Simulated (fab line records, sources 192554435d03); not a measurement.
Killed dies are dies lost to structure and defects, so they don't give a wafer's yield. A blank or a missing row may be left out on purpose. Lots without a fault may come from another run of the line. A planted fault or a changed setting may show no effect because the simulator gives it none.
Split-lot experiment | flow n5_finfet | 7 lots, 21 wafers read, on a route of 1938 steps

THE SPLIT
At N5_BEOL_M5_COAT_71 (time 60 s, resist thk 5 nm), the setting spin_rpm was moved away from the recipe's 1500 rpm on 7 of the 21 wafers read, by -9.4% to +9.7%. The other wafers ran this setting at the recipe's value.

FROM THE SPLIT TO THE READING: what the file shows between them, 3 steps
- N5_BEOL_M5_COAT_05: resist thk 30 nm
- N5_BEOL_M5_EBR_07
- N5_BEOL_M5_DESCUM_16: chemistry O2, time 7 s

THE READING
etch.depth_nm (the simulator's own value, which no gauge read), in nm, at N5_BEOL_M5_ETCH_72 (etches underlayer in N2/H2, target depth 6.5 nm, time 5.2 s). The file gives no usual value for it. The 14 wafers here that ran the recipe average 4.995 nm, standard deviation 0.012 nm.

wafer  | tool, chamber at the split | spin_rpm as run, rpm | against the recipe | etch.depth_nm, nm | against lot-mates on the recipe
L074.1 | litho_track-04, 0          | 1500                 | recipe             | 4.995             | -
L074.2 | litho_track-04, 0          | 1455                 | -3.0%              | 5.078             | +0.088
L074.5 | litho_track-04, 0          | 1500                 | recipe             | 4.985             | -
L081.1 | litho_track-03, 0          | 1500                 | recipe             | 4.993             | -
L081.5 | litho_track-03, 0          | 1500                 | recipe             | 4.986             | -
L081.6 | litho_track-03, 0          | 1500                 | recipe             | 4.989             | -
L089.3 | litho_track-03, 0          | 1500                 | recipe             | 4.999             | -
L089.5 | litho_track-03, 0          | 1556                 | +3.7%              | 4.907             | -0.088
L089.6 | litho_track-03, 0          | 1500                 | recipe             | 4.992             | -
L090.1 | litho_track-03, 0          | 1500                 | recipe             | 4.985             | -
L090.2 | litho_track-03, 0          | 1500                 | recipe             | 4.978             | -
L090.4 | litho_track-03, 0          | 1559                 | +3.9%              | 4.879             | -0.103
L091.2 | litho_track-03, 0          | 1641                 | +9.4%              | 4.758             | -0.225
L091.3 | litho_track-03, 0          | 1641                 | +9.4%              | 4.783             | -0.200
L091.4 | litho_track-03, 0          | 1500                 | recipe             | 4.983             | -
L093.1 | litho_track-03, 0          | 1500                 | recipe             | 5.017             | -
L093.3 | litho_track-03, 0          | 1500                 | recipe             | 5.021             | -
L093.4 | litho_track-03, 0          | 1359                 | -9.4%              | 5.269             | +0.250
L096.2 | litho_track-03, 0          | 1500                 | recipe             | 5.006             | -
L096.3 | litho_track-03, 0          | 1500                 | recipe             | 5.002             | -
L096.5 | litho_track-03, 0          | 1646                 | +9.7%              | 4.77              | -0.234

THE FIT
A straight line over all 21 wafers: etch.depth_nm changes by -0.0254 nm for each +1% of spin_rpm; r = -0.99; the points scatter about the line by 0.016 nm.
The same after taking each lot's own level away (the mean of its wafers on the recipe; 21 wafers): -0.0243 nm for each +1%; r = -1.00; scatter 0.0089 nm.
On that fit, the largest move of spin_rpm shifts the reading by 0.24 nm.
The lots' own levels span 4.9815 to 5.0190 nm, that is 3.1 times the standard deviation above.
So the lot-to-lot level changes the slope little: the two slopes agree.
Check: with one of the wafers moved furthest among these (+9.7%) left out of the fit, the line predicts -0.234 nm for it against its lot-mates. It came out at -0.234 nm against them.

OTHER SPLITS ON THESE WAFERS
These wafers also went through other splits before the reading. Each is held against what the fit with the lots' levels taken away leaves over:
other split on the same wafers | wafers away from the commonest value | r with etch.depth_nm (lot level and that fit taken away)
N5_BEOL_M3_EXPOSE_25 dose_mj   | 6                                    | +0.19
N5_BEOL_M5_ILD_DEP_00 time_s   | 5                                    | +0.05

THE FILE'S OWN FIT
etch.depth_nm changes by -0.0246 nm for each +1% of spin_rpm, r = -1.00.
